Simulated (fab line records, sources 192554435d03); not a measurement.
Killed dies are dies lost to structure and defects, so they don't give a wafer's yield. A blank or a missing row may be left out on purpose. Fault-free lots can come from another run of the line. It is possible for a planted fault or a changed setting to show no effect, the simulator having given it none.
Split-lot study + flow n5_finfet + 39 wafers read from 7 lots, route of 1938 steps

THE SPLIT
At N5_FIN_CUT_ETCH_21 (etches SOC in N2/H2, target depth 219 nm, overetch 43.8 nm, time 523.5 s), the setting time_s was moved away from the recipe's 523.5 s on 15 of the 39 wafers read, by -16.5% to +14.2%. The other wafers ran this setting at the recipe's value.

The reading is taken at the split's own step.

THE READING
SiARC_of_FIN_CUT_COAT_19.thk_nm (the simulator's own value, which no gauge read), in nm, at N5_FIN_CUT_ETCH_21 (etches SOC in N2/H2, target depth 219 nm, overetch 43.8 nm, time 523.5 s). The file does not state a usual value for it. Here, 24 wafers ran the recipe; their average is 11.8 nm with a standard deviation of 0.17 nm.

| wafer  | tool, chamber at the split | time_s as run, s | against the recipe | SiARC_of_FIN_CUT_COAT_19.thk_nm, nm | against lot-mates on the recipe |
|--------|----------------------------|------------------|--------------------|-------------------------------------|---------------------------------|
| L082.1 | rie_diel-01, 0,1,1         | 523.5            | recipe             | 12                                  | -                               |
| L082.3 | rie_diel-01, 0,1,1         | 523.5            | recipe             | 12                                  | -                               |
| L082.5 | rie_diel-01, 0,1,1         | 523.5            | recipe             | 12                                  | -                               |
| L082.2 | rie_diel-01, 3,2           | 523.5            | recipe             | 11.6                                | -                               |
| L082.4 | rie_diel-01, 3,2           | 523.5            | recipe             | 11.6                                | -                               |
| L082.6 | rie_diel-01, 2             | 523.5            | recipe             | 11.8                                | -                               |
| L088.1 | rie_diel-01, 2,3           | 523.5            | recipe             | 11.8                                | -                               |
| L088.3 | rie_diel-01, 2,3           | 523.5            | recipe             | 11.8                                | -                               |
| L088.2 | rie_diel-01, 1             | 597.6            | +14.2%             | 11                                  | -0.9                            |
| L088.4 | rie_diel-01, 0             | 597.6            | +14.2%             | 10.8                                | -1.1                            |
| L088.5 | rie_diel-01, 2             | 597.6            | +14.2%             | 10.6                                | -1.3                            |
| L088.6 | rie_diel-01, 1             | 523.5            | recipe             | 12                                  | -                               |
| L090.3 | rie_diel-01, 2             | 523.5            | recipe             | 12                                  | -                               |
| L090.5 | rie_diel-01, 2,3           | 523.5            | recipe             | 11.8                                | -                               |
| L090.6 | rie_diel-01, 2,3           | 523.5            | recipe             | 11.8                                | -                               |
| L091.1 | rie_diel-02, 2,3           | 437.2            | -16.5%             | 13                                  | +1.1                            |
| L091.2 | rie_diel-02, 2,3           | 437.2            | -16.5%             | 13                                  | +1.1                            |
| L091.3 | rie_diel-02, 0             | 523.5            | recipe             | 11.8                                | -                               |
| L091.4 | rie_diel-02, 1             | 437.2            | -16.5%             | 13.4                                | +1.5                            |
| L091.5 | rie_diel-02, 1             | 523.5            | recipe             | 12.2                                | -                               |
| L091.6 | rie_diel-02, 2             | 523.5            | recipe             | 11.6                                | -                               |
| L094.1 | rie_diel-01, 1,0,2         | 523.5            | recipe             | 11.8                                | -                               |
| L094.2 | rie_diel-01, 1,0,2         | 523.5            | recipe             | 11.8                                | -                               |
| L094.4 | rie_diel-01, 1,0,2         | 523.5            | recipe             | 11.8                                | -                               |
| L094.3 | rie_diel-01, 3,2           | 568.6            | +8.6%              | 11                                  | -0.8                            |
| L094.5 | rie_diel-01, 3,2           | 568.6            | +8.6%              | 11                                  | -0.8                            |
| L094.6 | rie_diel-01, 1             | 568.6            | +8.6%              | 11.2                                | -0.6                            |
| L095.1 | rie_diel-01, 3             | 523.5            | recipe             | 11.6                                | -                               |
| L095.2 | rie_diel-01, 0,1           | 581.4            | +11.1%             | 11                                  | -0.9                            |
| L095.4 | rie_diel-01, 0,1           | 581.4            | +11.1%             | 11                                  | -0.9                            |
| L095.3 | rie_diel-01, 1,0           | 523.5            | recipe             | 12                                  | -                               |
| L095.6 | rie_diel-01, 1,0           | 523.5            | recipe             | 12                                  | -                               |
| L095.5 | rie_diel-01, 3             | 581.4            | +11.1%             | 10.8                                | -1.1                            |
| L097.1 | rie_diel-03, 0,2           | 590.5            | +12.8%             | 10.6                                | -1.1                            |
| L097.2 | rie_diel-03, 0,2           | 590.5            | +12.8%             | 10.6                                | -1.1                            |
| L097.3 | rie_diel-03, 3             | 590.5            | +12.8%             | 11                                  | -0.7                            |
| L097.4 | rie_diel-03, 0,2           | 523.5            | recipe             | 11.6                                | -                               |
| L097.6 | rie_diel-03, 0,2           | 523.5            | recipe             | 11.6                                | -                               |
| L097.5 | rie_diel-03, 3             | 523.5            | recipe             | 11.8                                | -                               |
If several chambers appear in one row, that row covers several wafers at once and the file leaves open which wafer was in which chamber.

FIT RESULTS
A straight line over all 39 wafers: SiARC_of_FIN_CUT_COAT_19.thk_nm changes by -0.0797 nm for each +1% of time_s; r = -0.96; the points scatter about the line by 0.17 nm.
The same after taking each lot's own level away (the mean of its wafers on the recipe; 39 wafers): -0.0774 nm for each +1%; r = -0.97; scatter 0.16 nm.
On that fit, the largest move of time_s shifts the reading by 1.3 nm.
Across the lots, their own levels run from 11.67 to 11.87 nm, a range of 1.2 times the standard deviation given above.
So the lot-to-lot level changes the slope little: the two slopes agree.
Check: for one of the wafers moved furthest among these (-16.5%), held out of the fit, the line's prediction against its lot-mates is +1.3 nm. It came out at +1.13 nm against them.

THE FILE'S OWN FIT
SiARC_of_FIN_CUT_COAT_19.thk_nm changes by -0.0776 nm for each +1% of time_s, r = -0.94.
